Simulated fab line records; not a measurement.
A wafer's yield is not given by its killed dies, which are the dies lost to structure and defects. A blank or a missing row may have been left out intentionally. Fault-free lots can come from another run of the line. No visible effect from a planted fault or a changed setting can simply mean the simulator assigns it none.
fab line records	flow nandHarc
[record] lots = 13	wafers = 39	lastDay = 24
route steps=1159 shown P_BONDPAD@374 A_ZERO_WELL@404 A_ONON_D1@444 A_CHANNEL_HOLE_D1@463 END@1159
lots that met no fault: taken from a fault-free run of the same line
startH: hours from the record's opening day to when the first of the lot's shown wafers began	waitH: hours since the lot's step before	" same as the row above	L1.1+2: several wafers, shown together as one row	- no value, or no start was given	* or withheld: withheld	< > ~ a bound
route shown NAME@n: NAME is a module with steps in the file, n the number in the route of the first one	usual: mean/standard deviation taken from wafers without a fault	same: alike in all rows	chamber/n: place in a boat	sites: the reading at each site	_std_site: the standard deviation of these	_edge_site: outer sites' mean less inner sites'	radiusMm: for every site, how far away it sits from the centre of the wafer	mask NAME#n: copy n	behind: the most recent tool/chamber to have shaped the wafer	hold: why the lot was held/for how many hours/how that ended	device: whichever transistor did not switch (one of n, p or np)	end of line: tests run on the same wafers once the route is complete	for a step that has no rows: nothing shown but its recipe	killed: at the first sort, the dies lost to defects and structure; wafer yield is something else	map: a wafer's dies, marking killed ones x, the rest . and places with no die _
set.NAME: the setting the step ran with; set.NAME@STEP: the setting that earlier step ran with	model.NAME: the simulator's own value behind a step, which no gauge read
route steps across a sampled set of lots; one table per step, one row per wafer
services: when a tool's chamber went out of use (startH, in hours from the record's first day, below 0 if earlier), for how many hours, and the reason
[[steps]]
[step NHARC_P_BONDPAD_DEGAS_25]
[recipe] tempC = 300	timeS = 60
[usual] heaterPowerW = 472/61
lot.wafer	tool	chamber	startH	waitH	heaterPowerW
L554.1	pvdSputter-03	-	151.07	-	558
L554.6	"	-	"	"	547
L554.5	"	-	"	"	531
L552.4	pvdSputter-01	-	151.15	-	425
L552.3	"	-	"	"	541
L552.2	"	-	"	"	444
L555.1	pvdSputter-01	-	152.22	-	515
L555.5	"	-	"	"	450
L555.6	"	-	"	"	431
L553.4	pvdSputter-03	-	152.99	-	530
L553.3	"	-	"	"	360
L553.6	"	-	"	"	536
L556.4	pvdSputter-02	-	158.02	-	416
L556.1	"	-	"	"	505
L556.2	"	-	"	"	418
L557.1	pvdSputter-03	-	161.89	-	365
L557.2	"	-	"	"	540
L557.6	"	-	"	"	359
L559.2	pvdSputter-01	-	168.37	-	455
L559.1	"	-	"	"	551
L559.6	"	-	"	"	451
L560.2	pvdSputter-03	-	187.32	-	517
L560.3	"	-	"	"	477
L560.6	"	-	"	"	363
L563.4	pvdSputter-01	-	208.23	-	435
L563.1	"	-	"	"	459
L563.6	"	-	"	"	424
L566.3	pvdSputter-01	-	209.95	-	461
L566.2	"	-	"	"	556
L566.6	"	-	"	"	449
L564.1	pvdSputter-02	-	210.03	-	416
L564.5	"	-	"	"	420
L564.6	"	-	"	"	497
L572.4	pvdSputter-02	-	247.35	-	421
L572.6	"	-	"	"	509
L572.5	"	-	"	"	414
L573.2	pvdSputter-01	-	264.99	-	435
L573.4	"	-	"	"	462
L573.1	"	-	"	"	557
[step NHARC_A_ZERO_WELL_ETCH_19]
[recipe] targetDepthA = 800	overetchA = 240	timeS = 87.88	ionEnergyEv = 200	n2FlowSccm = 150	h2FlowSccm = 150	arFlowSccm = 0	rfW = 400	biasW = 150	chemistry = N2/H2
[usual] biasW = 150.1/0.46	drypumpMotorCurrentA = 5.7/0.38	h2FlowSccm = 150.0/0.44	oesProductAu = 1.000/0.0096	rfVppV = 431.5/1.9	showerheadPlenumPTorr = 2.08/0.06	throttleValvePct = 14.173/0.0099
lot.wafer	tool	chamber	startH	waitH	biasW	drypumpMotorCurrentA	h2FlowSccm	oesProductAu	rfHoursCounterH	rfVppV	showerheadPlenumPTorr	throttleValvePct
L554.1	rieDiel-09	1	154.39	0.1	150.0	6.5	149.6	0.994	6	431.5	2.09	14.155
L554.5	"	1	"	"	150.3	6.5	149.3	0.989	-	432.0	2.09	14.186
L554.6	"	2	"	"	150.2	6.2	149.5	1.011	-	431.8	2.09	14.178
L552.4	rieDiel-09	2	155.17	0.1	149.6	6.2	149.5	1.008	6	433.3	2.09	14.183
L552.3	"	3	"	"	150.4	5.8	149.9	0.975	5	433.1	2.15	14.181
L552.2	"	0	"	"	150.0	6.0	150.1	1.009	6	428.8	2.06	14.179
L555.1	rieDiel-03	2	155.64	0.1	150.0	5.5	149.7	0.996	7	433.3	2.17	14.172
L555.5	"	1	"	"	150.4	5.8	149.8	1.019	-	431.2	2.06	14.182
L555.6	"	2	"	"	149.3	5.4	149.8	0.992	-	433.2	2.17	14.175
L553.3	rieDiel-05	2	156.36	0.1	150.1	5.3	150.2	0.982	9	431.3	2.05	14.184
L553.4	"	3	"	"	149.8	6.0	149.7	0.990	10	425.4	1.93	14.160
L553.6	"	2	"	"	151.0	5.3	149.7	0.987	-	430.6	2.05	14.171
L556.2	rieDiel-03	0	161.10	0.1	150.0	6.1	150.3	1.006	7	431.8	2.11	14.166
L556.4	"	1	"	"	150.0	5.8	150.2	1.003	7	432.3	2.06	14.173
L556.1	"	2	"	"	150.0	5.5	149.8	0.985	7	432.9	2.17	14.168
L557.1	rieDiel-03	3	164.97	0.1	150.1	5.4	150.1	1.005	8	431.6	2.06	14.187
L557.2	"	1	"	"	150.1	5.7	149.5	1.012	7	432.2	2.06	14.175
L557.6	"	0	"	"	150.0	6.1	150.0	1.011	-	432.1	2.11	14.155
L559.1	rieDiel-09	3	171.44	0.1	150.7	5.8	150.7	0.988	7	433.5	2.15	14.179
L559.2	"	1	"	"	150.4	6.5	149.8	1.006	9	433.2	2.09	14.173
L559.6	"	3	"	"	149.6	5.9	150.7	0.977	-	434.6	2.15	14.180
L560.2	rieDiel-03	0	190.57	0.1	150.8	6.1	150.4	0.999	9	433.1	2.11	14.169
L560.3	"	2	"	"	149.8	5.5	150.0	0.997	8	433.4	2.17	14.172
L560.6	"	3	"	"	149.5	5.5	150.5	0.988	-	429.6	2.06	14.172
L563.4	rieDiel-09	3	211.43	0.1	150.8	5.8	149.4	0.981	13	432.8	2.15	14.157
L563.1	"	2	"	"	150.2	6.2	150.4	1.014	12	431.7	2.09	14.176
L563.6	"	0	"	"	150.1	6.0	150.1	1.012	-	431.8	2.06	14.174
L566.2	rieDiel-09	2	213.16	0.1	150.0	6.2	149.9	1.020	12	431.5	2.09	14.166
L566.3	"	3	"	"	150.5	5.9	150.5	0.981	13	434.1	2.15	14.170
L566.6	"	0	"	"	151.8	6.0	150.5	1.000	-	430.0	2.06	14.171
L564.1	rieDiel-05	2	213.41	0.1	150.0	5.3	149.8	1.001	2	430.6	2.05	14.176
L564.5	"	2	"	"	150.1	5.4	150.4	1.005	-	429.8	2.05	14.177
L564.6	"	3	"	"	150.0	6.0	150.6	1.003	-	428.9	1.93	14.188
L572.4	rieDiel-05	2	250.49	0.1	149.4	5.4	149.8	1.010	6	431.8	2.05	14.174
L572.6	"	2	"	"	149.5	5.4	149.7	1.006	-	430.7	2.05	14.177
L572.5	"	3	"	"	150.6	6.0	149.8	1.008	-	428.1	1.93	14.170
L573.4	rieDiel-03	2	268.15	0.1	149.6	5.5	150.8	0.978	3	436.3	2.17	14.177
L573.2	"	3	"	"	149.4	5.5	150.3	0.998	3	430.4	2.06	14.176
L573.1	"	0	"	"	150.0	6.1	150.8	1.006	3	432.1	2.10	14.157
[step NHARC_A_ONON_D1_DEP_28]
[recipe] targetThkA = 10000	n2FlowSccm = 2750	n2oFlowSccm = 2000	nh3FlowSccm = 500	sih4FlowSccm = 210	tempC = 400
[usual] n2FlowSccm = 2749/8.6	n2oFlowSccm = 2000/6.3
lot.wafer	tool	chamber	startH	waitH	n2FlowSccm	n2oFlowSccm
L554.1	pecvdOnon-03	0	188.75	0.1	2746	1990
L554.5	"	0	"	"	2741	1999
L554.6	"	0	"	"	2729	1991
L552.2	pecvdOnon-02	0	188.95	0.2	2752	1999
L552.3	"	0	"	"	2734	2002
L552.4	"	0	"	"	2740	1999
L555.1	pecvdOnon-01	0	188.98	0.1	2741	2002
L555.5	"	0	"	"	2738	2003
L555.6	"	0	"	"	2743	2001
L553.3	pecvdOnon-02	0	189.35	0.2	2745	2008
L553.4	"	0	"	"	2751	2008
L553.6	"	0	"	"	2750	2008
L556.1	pecvdOnon-02	0	195.39	0.1	2763	1997
L556.2	"	0	"	"	2760	2000
L556.4	"	0	"	"	2753	2005
L557.1	pecvdOnon-03	0	198.44	0.1	2759	2002
L557.2	"	0	"	"	2752	2014
L557.6	"	0	"	"	2745	2007
L559.1	pecvdOnon-03	0	204.18	0.1	2730	2007
L559.2	"	0	"	"	2737	1987
L559.6	"	0	"	"	2734	1990
L560.2	pecvdOnon-02	0	231.24	0.1	2759	1994
L560.3	"	0	"	"	2754	1998
L560.6	"	0	"	"	2740	1996
L564.1	pecvdOnon-03	0	244.74	0.1	2757	2000
L564.5	"	0	"	"	2750	2007
L564.6	"	0	"	"	2733	2004
L563.1	pecvdOnon-02	0	244.77	0.1	2762	2002
L563.4	"	0	"	"	2750	2000
L563.6	"	0	"	"	2755	1991
L566.2	pecvdOnon-01	0	244.79	0.1	2760	1995
L566.3	"	0	"	"	2760	1998
L566.6	"	0	"	"	2746	2019
L572.4	pecvdOnon-03	-	286.78	0.2	-	-
L572.5	"	-	"	"	-	-
L572.6	"	-	"	"	-	-
L573.1	pecvdOnon-03	-	303.37	0.1	-	-
L573.2	"	-	"	"	-	-
L573.4	"	-	"	"	-	-
[step NHARC_A_CHANNEL_HOLE_D1_OVL_MEAS_11]
[usual] overlayXNm = 0.2/0.88	overlayYNm = 0.3/1
lot.wafer	tool	chamber	startH	waitH	overlayXNm	overlayYNm
L554.1	overlay-01	-	192.57	-	0.2	1.1
L554.5	"	-	"	"	0.9	1.1
L554.6	"	-	"	"	0.8	1.3
L552.2	overlay-01	-	194.10	-	1.4	0.3
L552.3	"	-	"	"	1.9	0.5
L552.4	"	-	"	"	1.2	-0.1
L555.1	overlay-01	-	194.27	-	1.1	-0.3
L555.5	"	-	"	"	0.5	0.3
L555.6	"	-	"	"	1.4	0.6
L553.3	overlay-02	-	194.50	-	-0.2	-0.3
L553.4	"	-	"	"	-0.4	-1.1
L553.6	"	-	"	"	-0.7	-0.3
L556.1	overlay-02	-	200.34	-	1.0	2.3
L556.2	"	-	"	"	1.1	1.8
L556.4	"	-	"	"	1.3	1.9
L557.1	overlay-02	-	202.54	-	1.0	1.7
L557.2	"	-	"	"	1.0	2.4
L557.6	"	-	"	"	0.9	1.8
L559.1	overlay-01	-	208.22	-	-0.5	0.9
L559.2	"	-	"	"	-0.3	1.2
L559.6	"	-	"	"	-0.5	0.6
L560.2	overlay-01	-	239.26	-	0.2	-0.5
L560.3	"	-	"	"	0.0	-0.2
L560.6	"	-	"	"	0.6	-0.3
L564.1	overlay-01	-	248.65	-	0.8	1.0
L564.5	"	-	"	"	0.5	1.1
L564.6	"	-	"	"	0.1	0.5
L566.2	overlay-02	-	249.00	-	0.2	0.9
L566.3	"	-	"	"	0.4	0.6
L566.6	"	-	"	"	0.4	0.3
L563.1	overlay-01	-	250.15	-	-0.3	0.9
L563.4	"	-	"	"	-0.2	0.4
L563.6	"	-	"	"	-0.9	0.4
[step NHARC_END_SORT_01]
[recipe] tempC = 25
[usual] killedAtArray = 29/10	killedAtOther = 0.7/1.1	killedAtPeriphery = 3.2/2.2	killedDies = 33/11	killedOpen = 3.5/1.8	killedShort = 2.0/1.4
[same] grossDies = 677
lot.wafer	tool	chamber	startH	waitH	killedAtArray	killedAtOther	killedAtPeriphery	killedDies	killedOpen	killedShort
L572.4	prober-01	0	568.96	3.4	676	0	1	677	4	3
L572.5	prober-01	0	569.75	3.7	676	0	1	677	7	2
L572.6	prober-01	0	570.54	4.0	673	0	4	677	6	3
L573.1	prober-02	0	574.24	2.5	675	0	2	677	3	2
L573.2	prober-02	0	575.04	2.8	672	2	3	677	2	2
L573.4	prober-02	0	576.63	3.4	676	0	1	677	2	1
// killed by level:class
L572.4 A_ONON_D1:areaDep=639 A_CHANNEL_HOLE_D1:chamberFilmFlake=23 A_CONTACT:chamberFilmFlake=3 A_CONTACT:geometricParticle:open=2 A_STAIRCASE:chamberFilmFlake=2 A_WL_FILL:chamberFilmFlake=2 P_M1:geometricParticle:open=1 A_SOURCE_PLATE:geometricParticle:short=1
L572.5 A_ONON_D1:areaDep=637 A_CHANNEL_HOLE_D1:chamberFilmFlake=21 A_CONTACT:chamberFilmFlake=4 A_STAIRCASE:chamberFilmFlake=3 A_BLC:chamberFilmFlake=3 P_M0:geometricParticle:short=1 A_ONON_D1:geometricParticle:open=1 A_CHANNEL_HOLE_D1:geometricParticle:short=1
L572.6 A_ONON_D1:areaDep=638 A_CHANNEL_HOLE_D1:chamberFilmFlake=21 A_CONTACT:chamberFilmFlake=3 P_M0:geometricParticle:open=2 A_STAIRCASE:chamberFilmFlake=2 A_BLC:chamberFilmFlake=2 P_CONTACT:geometricParticle:short=1 A_SOURCE_PLATE:geometricParticle:open=1
L573.1 A_ONON_D1:areaDep=634 A_SLIT:chamberFilmFlake=15 A_CHANNEL_HOLE_D1:chamberFilmFlake=13 A_SGD_CUT:chamberFilmFlake=3 A_ZERO_WELL:chamberFilmFlake=3 A_BLC:geometricParticle:open=2 A_CHANNEL_FILL_D1:geometricParticle:open=1 A_BLC:geometricParticle:short=1
L573.2 A_ONON_D1:areaDep=629 A_SLIT:chamberFilmFlake=21 A_CHANNEL_HOLE_D1:chamberFilmFlake=10 A_SGD_CUT:chamberFilmFlake=4 A_CONTACT:chamberFilmFlake=3 A_STAIRCASE:chamberFilmFlake=2 THIN_TSV:chamberFilmFlake=2 P_M0:geometricParticle:open=1
L573.4 A_ONON_D1:areaDep=651 A_SLIT:chamberFilmFlake=11 A_CHANNEL_HOLE_D1:chamberFilmFlake=6 A_SGD_CUT:chamberFilmFlake=6 P_M0:geometricParticle:open=1 A_SGD_CUT:geometricParticle:open=1 A_BONDPAD:geometricParticle:short=1
[[services]]
tool	chamber	startH	hours	kind
rieDiel-09	0	135.10	-	clean
rieDiel-09	1	135.10	-	clean
pecvdOnon-03	-	153.00	13.0	pm
pvdSputter-01	-	158.03	10.0	pm
rieDiel-05	-	158.67	1.0	repair
rieDiel-05	-	163.60	9.0	pm
rieDiel-03	2	171.77	5.3	repair
pvdSputter-01	-	173.50	0.9	repair
rieDiel-09	2	175.33	3.8	repair
rieDiel-05	0	189.94	8.1	repair
pvdSputter-01	-	191.58	1.5	repair
pecvdOnon-01	-	195.22	13.0	pm
rieDiel-05	1	202.65	3.3	repair
pecvdOnon-03	-	212.82	20.0	repair
pvdSputter-02	-	214.02	10.0	pm
rieDiel-03	-	215.30	9.0	pm
rieDiel-09	0	238.35	6.3	repair
rieDiel-09	-	254.10	9.0	pm
pvdSputter-01	-	257.38	5.2	repair
rieDiel-09	0	279.00	20.0	repair
pvdSputter-03	-	280.00	10.0	pm
rieDiel-03	2	290.23	4.1	repair
pecvdOnon-02	-	292.13	13.0	pm
rieDiel-09	0	301.29	1.4	repair
[[key]]
[firstSign] step = NHARC_A_ONON_D1_DEP_28	reading = toolRecord	direction = missing
[effect] step = NHARC_END_SORT_01	reading = killedAtArray	direction = up	sigmas = 63	usual = 29	struck = 675
[moreKillsBornAt] NHARC_A_ONON_D1_DEP_28@pecvdOnon-03 = 3828
metAt NHARC_A_ONON_D1_DEP_28
struckLots L572,L573
laterRowsLeftOut L572.4,L572.5,L572.6,L573.1,L573.2,L573.4
testerLeftOut L572,L573
notActingAt NHARC_P_BONDPAD_DEGAS_25,NHARC_A_ZERO_WELL_ETCH_19,NHARC_A_CHANNEL_HOLE_D1_OVL_MEAS_11
onsetBetween 244.74 286.78
[fault] kind = skippedStepWhole	tool = pecvdOnon-03	chamber = -	onsetH = 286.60	steps = NHARC_A_ONON_D1_DEP_28	scope = struckLotsOnly
// testerLeftOut: of these lots the tester's yield and bins aren't shown, on N5 and GAA mostly nor the transistor test; their killed dies are dies lost to structure and defects alone, not to doping, threshold or leakage, so they don't give the yield
// laterRowsLeftOut: the simulator's readings of these wafers behind a module that went badly wrong aren't trusted and aren't shown, but for the sort
